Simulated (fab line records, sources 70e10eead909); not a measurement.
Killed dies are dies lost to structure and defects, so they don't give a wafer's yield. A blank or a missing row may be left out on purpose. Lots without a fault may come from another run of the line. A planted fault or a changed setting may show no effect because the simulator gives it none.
fab line records | flow nand_harc
record lots=7 wafers=21 last_day=24
route steps=1159 shown THIN_TSV@1107 END@1159
lots that met no fault: from a run of the same line without faults
start_h: hours from the record's first day to the start of the lot's first wafer shown | wait_h: hours since the lot's step before | " the same as in the row above | L1.1+2: a row that stands for several wafers | - no value, or no start given | * or withheld: withheld | < > ~ a bound
route shown NAME@n: a module of which the file shows steps, and the number in the route of the first | usual: mean/standard deviation of fault-free wafers | same: alike in all rows | chamber/n: place in a boat | sites: the reading at each site | _std_site: their standard deviation | _edge_site: outer sites' mean less inner sites' | radius_mm: how far each site lies from the wafer's centre | mask NAME#n: copy n | behind: the tool/chamber that last shaped the wafer | hold: why the lot was held/for how many hours/how that ended | device: the transistor (n, p or np) that didn't switch | end of line: the same wafers' tests at the end of the route | a step without rows: its recipe alone | killed: dies lost to structure and defects at the first sort, not the wafer's yield | map: a wafer's dies, x killed, . not, _ none there
set.NAME: the setting as run; set.NAME@STEP: as run at that earlier step | model.NAME: the simulator's own value behind a step, which no gauge read
lots at some steps of the route; a table a step, a row a wafer
services: from which hour (start_h, from the record's first day; less than 0 if before it) a tool's chamber was out of use, for how many hours, and why
## steps
# step NHARC_THIN_TSV_DEP_43
# recipe target_thk_a=13285 temp_c=withheld pressure_torr=6.5 rf_w=900 teos_flow_sccm=161.4 flow_sccm=2650 target_thk_nm=1328.5 gas=O2 material=SiO2
# usual throttle_valve_pct=16.0/0.58
# columns lot.wafer tool chamber start_h wait_h throttle_valve_pct
L556.1 pecvd-03 1 436.35 - 16.5
L556.3 " 2 " " 16.1
L556.2 " 0 " " 16.4
L562.3 pecvd-04 2 472.08 - 16.7
L562.6 " 2 " " 16.8
L562.5 " 0 " " 15.6
L563.6 pecvd-02 0 476.68 - 16.8
L563.5 " 1 " " 15.8
L563.4 " 2 " " 15.5
L564.6 pecvd-02 2 477.91 - 15.2
L564.5 " 0 " " 16.5
L564.4 " 1 " " 15.7
L567.3 pecvd-02 2 490.06 - 15.5
L567.4 " 2 " " 15.2
L567.5 " 0 " " 16.5
L574.3 pecvd-04 1 535.56 - 16.0
L574.1 " 2 " " 16.9
L574.6 " 2 " " 16.7
L577.5 pecvd-03 2 555.89 - 15.5
L577.6 " 0 " " 16.4
L577.4 " 1 " " 16.2
# step NHARC_THIN_TSV_DEHYDRATE_04
# recipe temp_c=150 time_s=120
# step NHARC_THIN_TSV_HMDS_05
# recipe time_s=30
# step NHARC_THIN_TSV_COAT_06
# recipe spin_rpm=*
# step NHARC_THIN_TSV_SOFTBAKE_07
# recipe temp_c=122 time_s=95
# step NHARC_THIN_TSV_EBR_08
# step NHARC_THIN_TSV_EXPOSE_09
# recipe na=0.55 dose_mj=30.7 mask_id=TSV
# step NHARC_THIN_TSV_PEB_10
# recipe peb_temp_c=118 peb_time_s=85
# step NHARC_THIN_TSV_DEVELOP_11
# recipe time_s=70
# step NHARC_THIN_TSV_CD_MEAS_12
# recipe target_cd_nm=1000 landing_energy_ev=500
# usual cd_nm=1000.7/1.9
# same landing_energy_ev=500
# columns lot.wafer tool chamber start_h wait_h cd_nm
L556.1 cd_sem-01 0 437.18 - 1001.7
L556.2 " 0 " " 997.3
L556.3 " 0 " " 998.9
L562.3 cd_sem-01 0 472.92 - 1000.7
L562.5 " 0 " " 999.2
L562.6 " 0 " " 1000.5
L563.4 cd_sem-01 0 477.42 - 1004.0
L563.5 " 0 " " 1002.3
L563.6 " 0 " " 1000.8
L564.4 cd_sem-01 0 478.61 - 998.3
L564.5 " 0 " " 1001.1
L564.6 " 0 " " 1001.7
L567.3 cd_sem-02 0 490.77 - 998.8
L567.4 " 0 " " 996.9
L567.5 " 0 " " 998.7
L574.1 cd_sem-02 0 536.34 - 1002.4
L574.3 " 0 " " 1001.0
L574.6 " 0 " " 998.7
L577.4 cd_sem-01 0 556.59 - 1001.6
L577.5 " 0 " " 1002.8
L577.6 " 0 " " 1000.1
# step NHARC_THIN_TSV_HARDBAKE_13
# recipe temp_c=125 time_s=80
# step NHARC_THIN_TSV_DESCUM_14
# recipe time_s=3 o2_flow_sccm=200 ar_flow_sccm=0 bias_power_w=0 chemistry=O2
# usual drypump_motor_current_A=5.6/0.46 oes_product_au=1.004/0.012 rf_vpp_V=57.9/0.86 showerhead_plenum_p_Torr=1.95/0.056 throttle_valve_pct=11.311/0.0093
# columns lot.wafer tool chamber start_h wait_h drypump_motor_current_A oes_product_au rf_hours_counter_h rf_vpp_V showerhead_plenum_p_Torr throttle_valve_pct
L556.1 rie_diel-03 2 437.35 - 5.7 1.018 2 57.9 2.02 11.304
L556.3 " 3 " " 5.3 1.031 3 57.4 1.88 11.294
L556.2 " 0 " " 4.9 1.013 3 58.0 2.05 11.312
L562.3 rie_diel-08 2 473.10 - 5.6 0.987 12 57.0 2.00 11.308
L562.5 " 1 " " 5.0 1.014 - 58.7 1.88 11.301
L562.6 " 2 " " 5.6 0.975 - 57.3 1.99 11.299
L563.4 rie_diel-08 3 477.59 - 5.8 1.008 14 57.2 1.89 11.306
L563.5 " 2 " " 5.6 0.981 - 59.2 1.99 11.304
L563.6 " 3 " " 5.8 1.004 - 56.6 1.89 11.309
L564.4 rie_diel-08 2 478.79 - 5.6 0.991 13 58.5 1.99 11.315
L564.5 " 0 " " 6.4 0.995 - 58.6 1.91 11.308
L564.6 " 1 " " 5.0 1.008 - 58.2 1.88 11.318
L567.4 rie_diel-08 0 490.93 - 6.4 0.991 0 57.9 1.91 11.304
L567.3 " 1 " " 5.0 1.001 0 58.0 1.88 11.313
L567.5 " 0 " " 6.4 0.984 - 58.5 1.91 11.313
L574.3 rie_diel-03 0 536.52 - 4.9 0.999 12 58.4 2.04 11.294
L574.1 " 1 " " 5.4 0.996 8 56.1 1.93 11.315
L574.6 " 2 " " 5.7 0.992 - 58.0 2.02 11.313
L577.4 rie_diel-08 3 556.75 - 5.8 1.016 5 58.5 1.88 11.311
L577.5 " 1 " " 5.0 1.002 - 58.3 1.88 11.294
L577.6 " 2 " " 5.6 1.001 - 58.8 1.99 11.305
# step NHARC_THIN_TSV_ETCH_44
# recipe target_depth_a=15942 time_s=797.1 cf4_flow_sccm=150 o2_flow_sccm=10 ar_flow_sccm=0 rf_w=300 bias_w=800 chemistry=CF4/O2
# usual drypump_motor_current_A=5.6/0.46 oes_product_au=1.002/0.01 rf_fwd_power_W=299.7/1 rf_vpp_V=797/3.3 showerhead_plenum_p_Torr=1.87/0.051 throttle_valve_pct=16.914/0.0079
# columns lot.wafer tool chamber start_h wait_h drypump_motor_current_A oes_product_au rf_fwd_power_W rf_hours_counter_h rf_vpp_V showerhead_plenum_p_Torr throttle_valve_pct
L556.1 rie_diel-03 0 437.45 0.1 4.8 1.005 300.1 3 801 1.95 16.921
L556.2 " 2 " " 5.7 0.999 300.8 3 799 1.93 16.923
L556.3 " 3 " " 5.3 1.014 299.6 3 792 1.80 16.917
L562.3 rie_diel-08 0 473.23 0.1 6.4 0.742 181.1 11 794 1.83 16.920
L562.5 " 3 " " 5.8 1.004 299.0 - 793 1.81 16.927
L562.6 " 0 " " 6.3 0.746 180.1 - 794 1.83 16.920
L563.4 rie_diel-08 0 477.66 0.1 6.4 0.755 180.9 12 794 1.83 16.919
L563.5 " 0 " " 6.4 0.743 179.2 - 795 1.83 16.910
L563.6 " 1 " " 5.0 1.005 299.1 - 795 1.80 16.909
L564.4 rie_diel-03 0 479.05 0.3 4.9 1.010 299.8 7 803 1.95 16.920
L564.6 " 1 " " 5.5 1.009 301.7 - 796 1.85 16.894
L564.5 " 2 " " 5.7 1.008 299.7 - 801 1.93 16.913
L567.4 rie_diel-08 3 491.01 0.1 5.7 1.023 299.9 0 792 1.81 16.908
L567.3 " 0 " " 6.4 0.754 180.5 0 793 1.83 16.936
L567.5 " 0 " " 6.4 0.747 181.1 - 793 1.83 16.912
L574.3 rie_diel-03 0 536.64 0.1 4.9 1.003 299.3 12 802 1.95 16.912
L574.1 " 2 " " 5.7 0.996 298.4 11 800 1.93 16.920
L574.6 " 0 " " 4.8 0.996 299.4 - 802 1.95 16.919
L577.4 rie_diel-08 2 557.00 0.2 5.6 0.990 298.3 5 798 1.90 16.903
L577.6 " 3 " " 5.8 1.008 300.2 - 794 1.81 16.913
L577.5 " 0 " " 6.4 0.997 301.5 - 794 1.83 16.927
# step NHARC_THIN_TSV_ETCH_15
# recipe target_depth_a=30000 bosch_target_overetch_cycles=2 bosch_etch_step_s=2.8 bosch_dep_step_s=1.2 bosch_cycles=14
# usual drypump_motor_current_A=5.6/0.44
# columns lot.wafer tool chamber start_h wait_h drypump_motor_current_A rf_hours_counter_h
L556.2 rie_si-02 0 438.13 - 6.2 0.5
L556.1 " 2 " " 6.3 0.4
L556.3 " 3 " " 5.4 0.5
L562.3 rie_si-03 2 473.75 - 5.3 1.2
L562.5 " 2 " " 5.3 -
L562.6 " 3 " " 5.5 -
L563.4 rie_si-06 0 478.27 - 5.7 0.9
L563.5 " 1 " " 5.8 -
L563.6 " 2 " " 4.7 -
L564.4 rie_si-03 1 479.48 - 5.7 1.4
L564.5 " 2 " " 5.3 -
L564.6 " 3 " " 5.5 -
L567.4 rie_si-02 2 491.59 - 6.3 0.8
L567.3 " 0 " " 6.2 1.0
L567.5 " 2 " " 6.2 -
L574.3 rie_si-03 0 537.17 - 5.4 0.2
L574.1 " 2 " " 5.3 0.1
L574.6 " 3 " " 5.5 -
L577.4 rie_si-06 3 557.44 - 6.4 0.0
L577.5 " 0 " " 5.7 -
L577.6 " 1 " " 5.8 -
# step NHARC_THIN_TSV_CD_MEAS_16
# usual cd_nm=1001.0/2
# columns lot.wafer tool chamber start_h wait_h cd_nm
L556.1 cd_sem-01 - 438.28 0.1 1001.9
L556.2 " - " " 997.6
L556.3 " - " " 999.8
L562.3 cd_sem-01 - 473.90 0.1 1006.1
L562.5 " - " " 999.3
L562.6 " - " " 1006.2
L563.4 cd_sem-02 - 478.39 0.1 1009.1
L563.5 " - " " 1007.9
L563.6 " - " " 999.7
L564.4 cd_sem-03 - 479.60 0.1 999.6
L564.5 " - " " 1002.4
L564.6 " - " " 1002.8
L567.3 cd_sem-02 - 491.73 0.1 1003.5
L567.4 " - " " 995.7
L567.5 " - " " 1003.3
L574.1 cd_sem-02 - 537.30 0.1 1002.9
L574.3 " - " " 1000.4
L574.6 " - " " 998.4
L577.4 cd_sem-03 - 557.56 0.1 1002.3
L577.5 " - " " 1002.7
L577.6 " - " " 1000.5
# step NHARC_THIN_TSV_STRIP_45
# recipe power_w=1500 temp_c=250 chemistry=O2
# usual drypump_motor_current_A=5.7/0.61 heater_power_w=368/33
# columns lot.wafer tool chamber start_h wait_h drypump_motor_current_A heater_power_w rf_hours_counter_h
L556.1 plasma_asher-02 1 438.35 0.1 5.8 316 21
L556.2 " 0 " " 6.6 359 21
L556.3 " 1 " " 5.8 333 -
L562.3 plasma_asher-02 0 474.08 0.2 6.6 353 -
L562.6 " 0 " " 6.6 352 -
L562.5 " 1 " " 5.8 332 -
L563.4 plasma_asher-01 1 478.55 0.2 4.8 428 -
L563.5 " 1 " " 4.8 420 -
L563.6 " 0 " " 5.7 368 -
L564.4 plasma_asher-02 0 479.80 0.2 6.5 352 -
L564.6 " 1 " " 5.8 324 -
L564.5 " 0 " " 6.6 362 -
L567.4 plasma_asher-01 0 491.89 0.2 5.8 379 -
L567.3 " 1 " " 4.8 410 -
L567.5 " 0 " " 5.7 369 -
L574.1 plasma_asher-01 0 537.37 0.1 5.8 373 23
L574.3 " 1 " " 4.8 411 -
L574.6 " 1 " " 4.8 416 -
L577.4 plasma_asher-01 1 557.84 0.3 4.9 420 -
L577.6 " 1 " " 4.8 421 -
L577.5 " 0 " " 5.8 375 -
# step NHARC_END_SORT_01
# recipe temp_c=25
# usual defect_limited_yield=95.5/1.3 killed_at_array=27/8.8 killed_at_other=0.4/0.82 killed_at_periphery=3.1/2.1 killed_dies=31/8.8 killed_open=3.3/2 killed_short=2.0/1.4 sort_bin_2_pct=1.3/0.56 sort_bin_3_pct=0.25/0.21 sort_bin_4_pct=2.9/0.89 sort_n_pass=646/8.8 sort_rim_yield_pct=95.8/2.7 sort_yield_pct=95.5/1.3
# same gross_dies=677 sort_bin_5_pct[%]=0 sort_bin_6_pct[%]=0 sort_bin_7_pct[%]=0 sort_bin_8_pct[%]=0 sort_rim_n_gross=106.00
# columns lot.wafer tool chamber start_h wait_h defect_limited_yield[%] killed_at_array killed_at_other killed_at_periphery killed_dies killed_open killed_short sort_bin_2_pct[%] sort_bin_3_pct[%] sort_bin_4_pct[%] sort_n_pass sort_rim_yield_pct[%] sort_yield_pct[%]
L562.3 prober-01 0 491.79 3.1 0 28 648 1 677 2 3 97.3 0.44 2.2 0 0 0
L562.6 prober-01 0 494.13 3.9 0 31 646 0 677 3 5 96.6 0.15 3.2 0 0 0
L563.4 prober-01 0 500.33 3.4 0 23 652 2 677 5 1 97.5 0 2.5 0 0 0
L563.5 prober-01 0 501.13 3.7 0 21 654 2 677 1 5 97.2 0.44 2.4 0 0 0
L567.3 prober-02 0 506.97 3.1 0 28 646 3 677 7 1 96.6 0.44 3.0 0 0 0
L567.5 prober-02 0 508.55 3.7 0 23 651 3 677 1 3 97.0 0.44 2.5 0 0 0
# killed by level:class
L562.3 THIN_TSV:area_etch=648 A_SLIT:chamber_film_flake=11 A_SGD_CUT:chamber_film_flake=4 A_STAIRCASE:chamber_film_flake=4 A_CHANNEL_HOLE_D1:chamber_film_flake=2 A_CONTACT:chamber_film_flake=2 P_CONTACT:geometric_particle:short=1 A_ONON_D1:geometric_particle:short=1
L562.6 THIN_TSV:area_etch=646 A_SLIT:chamber_film_flake=12 A_CHANNEL_HOLE_D1:chamber_film_flake=4 A_CONTACT:chamber_film_flake=3 A_ONON_D1:geometric_particle:short=2 A_SOURCE_PLATE:geometric_particle:open=1 A_ONON_D1:geometric_particle:open=1 A_WL_FILL:geometric_particle:short=1
L563.4 THIN_TSV:area_etch=651 A_STAIRCASE:chamber_film_flake=7 A_CHANNEL_HOLE_D1:chamber_film_flake=4 A_M0:geometric_particle:open=3 A_CONTACT:chamber_film_flake=3 A_WL_FILL:chamber_film_flake=2 P_M0:geometric_particle:open=1 A_ONON_D1:geometric_particle:short=1
L563.5 THIN_TSV:area_etch=654 A_STAIRCASE:chamber_film_flake=8 A_CHANNEL_HOLE_D1:chamber_film_flake=4 A_BLC:geometric_particle:short=2 A_BONDPAD:chamber_film_flake=2 A_SOURCE_PLATE:geometric_particle:open=1 A_CHANNEL_HOLE_D1:geometric_particle:short=1 A_SLIT:geometric_particle:short=1
L567.3 THIN_TSV:area_etch=643 A_SLIT:chamber_film_flake=11 A_CHANNEL_HOLE_D1:chamber_film_flake=5 A_CONTACT:chamber_film_flake=4 THIN_TSV:chamber_film_flake=3 A_ONON_D1:geometric_particle:open=2 A_CHANNEL_FILL_D1:geometric_particle:open=2 P_CONTACT:geometric_particle:open=1
L567.5 THIN_TSV:area_etch=649 A_SLIT:chamber_film_flake=11 A_CONTACT:chamber_film_flake=5 A_CHANNEL_HOLE_D1:chamber_film_flake=3 A_ONON_D1:geometric_particle:short=2 P_GATE:chamber_film_flake=2 THIN_TSV:chamber_film_flake=2 P_CONTACT:geometric_particle:open=1
# map L562.3 (x killed, . not)
____________x____________
_________xxxxxxx_________
_______xxxxxxxxxxx_______
______xxxxxxxxxxxxx______
_____xxxxxxxxxxxxxxx_____
____xxxxxxxxxxxxxxxxx____
____xxxxxxxxxxxxxxxxx____
___xxxxxxxxxxxxxxxxxxx___
___xxxxxxxxxxxxxxxxxxx___
__xxxxxxxxxxxxxxxxxxxxx__
__xxxxxxxxxxxxxxxxxxxxx__
_xxxxxxxxxxxxxxxxxxxxxxx_
_xxxxxxxxxxxxxxxxxxxxxxx_
_xxxxxxxxxxxxxxxxxxxxxxx_
_xxxxxxxxxxxxxxxxxxxxxxx_
_xxxxxxxxxxxxxxxxxxxxxxx_
xxxxxxxxxxxxxxxxxxxxxxxxx
xxxxxxxxxxxxxxxxxxxxxxxxx
xxxxxxxxxxxxxxxxxxxxxxxxx
xxxxxxxxxxxxxxxxxxxxxxxxx
xxxxxxxxxxxxxxxxxxxxxxxxx
_xxxxxxxxxxxxxxxxxxxxxxx_
_xxxxxxxxxxxxxxxxxxxxxxx_
_xxxxxxxxxxxxxxxxxxxxxxx_
_xxxxxxxxxxxxxxxxxxxxxxx_
_xxxxxxxxxxxxxxxxxxxxxxx_
__xxxxxxxxxxxxxxxxxxxxx__
__xxxxxxxxxxxxxxxxxxxxx__
___xxxxxxxxxxxxxxxxxxx___
___xxxxxxxxxxxxxxxxxxx___
____xxxxxxxxxxxxxxxxx____
____xxxxxxxxxxxxxxxxx____
_____xxxxxxxxxxxxxxx_____
______xxxxxxxxxxxxx______
_______xxxxxxxxxxx_______
_________xxxxxxx_________
____________x____________
# map L563.4 (x killed, . not)
____________x____________
_________xxxxxxx_________
_______xxxxxxxxxxx_______
______xxxxxxxxxxxxx______
_____xxxxxxxxxxxxxxx_____
____xxxxxxxxxxxxxxxxx____
____xxxxxxxxxxxxxxxxx____
___xxxxxxxxxxxxxxxxxxx___
___xxxxxxxxxxxxxxxxxxx___
__xxxxxxxxxxxxxxxxxxxxx__
__xxxxxxxxxxxxxxxxxxxxx__
_xxxxxxxxxxxxxxxxxxxxxxx_
_xxxxxxxxxxxxxxxxxxxxxxx_
_xxxxxxxxxxxxxxxxxxxxxxx_
_xxxxxxxxxxxxxxxxxxxxxxx_
_xxxxxxxxxxxxxxxxxxxxxxx_
xxxxxxxxxxxxxxxxxxxxxxxxx
xxxxxxxxxxxxxxxxxxxxxxxxx
xxxxxxxxxxxxxxxxxxxxxxxxx
xxxxxxxxxxxxxxxxxxxxxxxxx
xxxxxxxxxxxxxxxxxxxxxxxxx
_xxxxxxxxxxxxxxxxxxxxxxx_
_xxxxxxxxxxxxxxxxxxxxxxx_
_xxxxxxxxxxxxxxxxxxxxxxx_
_xxxxxxxxxxxxxxxxxxxxxxx_
_xxxxxxxxxxxxxxxxxxxxxxx_
__xxxxxxxxxxxxxxxxxxxxx__
__xxxxxxxxxxxxxxxxxxxxx__
___xxxxxxxxxxxxxxxxxxx___
___xxxxxxxxxxxxxxxxxxx___
____xxxxxxxxxxxxxxxxx____
____xxxxxxxxxxxxxxxxx____
_____xxxxxxxxxxxxxxx_____
______xxxxxxxxxxxxx______
_______xxxxxxxxxxx_______
_________xxxxxxx_________
____________x____________
## services
# columns tool chamber start_h hours kind
rie_diel-03 1 426.45 22.9 repair
rie_diel-08 1 428.03 9.2 repair
rie_diel-08 0 433.30 - clean
rie_diel-08 2 433.30 - clean
rie_diel-08 3 433.30 - clean
rie_si-02 1 442.55 1.9 repair
plasma_asher-01 - 454.88 9.0 pm
rie_diel-08 0 457.80 - clean
rie_diel-08 1 457.80 - clean
rie_diel-08 2 457.80 - clean
pecvd-03 - 473.37 13.0 pm
pecvd-04 - 478.30 5.0 repair
rie_diel-03 1 483.32 6.7 repair
pecvd-03 - 487.46 0.3 repair
rie_si-06 1 507.71 2.1 repair
rie_si-03 - 509.00 9.0 pm
rie_si-02 3 511.36 12.0 repair
pecvd-02 - 515.37 13.0 pm
rie_diel-08 1 518.18 2.1 repair
rie_si-02 - 523.96 8.9 repair
rie_si-06 - 537.00 9.0 pm
plasma_asher-02 - 537.66 9.0 pm
rie_si-06 - 551.34 0.4 repair
pecvd-04 - 557.24 13.0 pm
## key
first_sign step=NHARC_THIN_TSV_ETCH_44 reading=rf_fwd_power_W direction=down sigmas=99+ usual=* struck=*
effect step=NHARC_THIN_TSV_ETCH_44 reading=oes_product_au direction=down sigmas=25 usual=1.002 struck=0.748
effect step=NHARC_THIN_TSV_CD_MEAS_16 reading=cd_nm direction=up sigmas=2.6 usual=1001.0 struck=1006.0
effect step=NHARC_END_SORT_01 reading=killed_at_other direction=up sigmas=99+ usual=0.4 struck=649.5
more_kills_born_at NHARC_THIN_TSV_ETCH_44@rie_diel-08=3891
met_at NHARC_THIN_TSV_ETCH_44
struck_wafers L562.3,L562.6,L563.4,L563.5,L567.3,L567.5
later_rows_left_out L562.3,L562.6,L563.4,L563.5,L567.3,L567.5
fault kind=process_parameter_drift tool=rie_diel-08 chamber=0 onset_h=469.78 steps=NHARC_THIN_TSV_ETCH_44 channel=rf_w offset=* shape=step end_h=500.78 acts_in=* stated=*
# later_rows_left_out: the simulator's readings of these wafers behind a module that went badly wrong aren't trusted and aren't shown, but for the sort
